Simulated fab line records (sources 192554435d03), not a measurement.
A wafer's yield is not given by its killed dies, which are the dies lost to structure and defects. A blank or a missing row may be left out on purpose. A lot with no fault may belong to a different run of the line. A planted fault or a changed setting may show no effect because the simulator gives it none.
Chamber matching :: flow n5_finfet :: cvd_co-01 running N5_BEOL_M0_PRE_CLEAN_131: 3 sister chambers
The step time 15 s. 24 wafers are shown with their chamber, then 12 later ones without.

== EACH WAFER AND ITS CHAMBER ==
wafer: L074.2
chamber: 2
heater_power_w (W): 75

wafer: L074.3
chamber: 0
heater_power_w (W): 72

wafer: L074.6
chamber: 2
heater_power_w (W): 73

wafer: L076.2
chamber: 0
heater_power_w (W): 72

wafer: L076.5
chamber: 2
heater_power_w (W): 75

wafer: L076.6
chamber: 0
heater_power_w (W): 73

wafer: L077.1
chamber: 0
heater_power_w (W): 75

wafer: L077.5
chamber: 2
heater_power_w (W): 74

wafer: L077.6
chamber: 0
heater_power_w (W): 75

wafer: L079.3
chamber: 1
heater_power_w (W): 68

wafer: L079.4
chamber: 2
heater_power_w (W): 73

wafer: L079.6
chamber: 0
heater_power_w (W): 71

wafer: L083.3
chamber: 0
heater_power_w (W): 74

wafer: L083.5
chamber: 1
heater_power_w (W): 70

wafer: L083.6
chamber: 2
heater_power_w (W): 76

wafer: L084.2
chamber: 1
heater_power_w (W): 67

wafer: L084.4
chamber: 2
heater_power_w (W): 73

wafer: L084.6
chamber: 0
heater_power_w (W): 72

wafer: L089.1
chamber: 1
heater_power_w (W): 70

wafer: L089.2
chamber: 0
heater_power_w (W): 74

wafer: L089.3
chamber: 2
heater_power_w (W): 75

wafer: L088.1
chamber: 0
heater_power_w (W): 73

wafer: L088.4
chamber: 2
heater_power_w (W): 75

wafer: L088.6
chamber: 0
heater_power_w (W): 76

SIGNATURES (averages over the wafers above)
reading: heater_power_w
chamber 0: 73.36
chamber 1: 68.75
chamber 2: 74.33
scatter within a chamber: 1.4
Rule: a wafer lies at a distance from a chamber equal to the root of the sum of squares, over the readings, of (its reading less the chamber's mean, divided by the reading's scatter). The wafer belongs to the nearest chamber; if the next one is less than 2 further off, it can't be placed. The scatter: take each reading less its chamber's mean, square it, sum over the shown wafers, divide by the number of wafers less the number of chambers, and take the root.

== WAFERS WHOSE CHAMBER IS MISSING ==
wafer: L093.1
heater_power_w (W): 67

wafer: L093.5
heater_power_w (W): 67

wafer: L093.6
heater_power_w (W): 75

wafer: L091.2
heater_power_w (W): 75

wafer: L091.4
heater_power_w (W): 74

wafer: L091.6
heater_power_w (W): 71

wafer: L095.2
heater_power_w (W): 70

wafer: L095.3
heater_power_w (W): 74

wafer: L095.4
heater_power_w (W): 73

wafer: L092.4
heater_power_w (W): 74

wafer: L092.5
heater_power_w (W): 70

wafer: L092.6
heater_power_w (W): 75

== THE CHAMBER EACH PASSED THROUGH ==
wafer: L093.1
from the rows above: 1
in truth: 1

wafer: L093.5
from the rows above: 1
in truth: 1

wafer: L093.6
from the rows above: can't be placed: 2 or 0
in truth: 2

wafer: L091.2
from the rows above: can't be placed: 2 or 0
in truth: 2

wafer: L091.4
from the rows above: can't be placed: 2 or 0
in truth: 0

wafer: L091.6
from the rows above: can't be placed: 1 or 0 or 2
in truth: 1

wafer: L095.2
from the rows above: can't be placed: 1 or 0
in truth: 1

wafer: L095.3
from the rows above: can't be placed: 2 or 0
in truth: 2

wafer: L095.4
from the rows above: can't be placed: 0 or 2
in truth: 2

wafer: L092.4
from the rows above: can't be placed: 2 or 0
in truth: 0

wafer: L092.5
from the rows above: can't be placed: 1 or 0
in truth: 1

wafer: L092.6
from the rows above: can't be placed: 2 or 0
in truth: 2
Placed correctly: 2 of 12. From these rows, 10 cannot be placed; in 10 the true chamber is one of the candidates. Placed wrongly: 0.
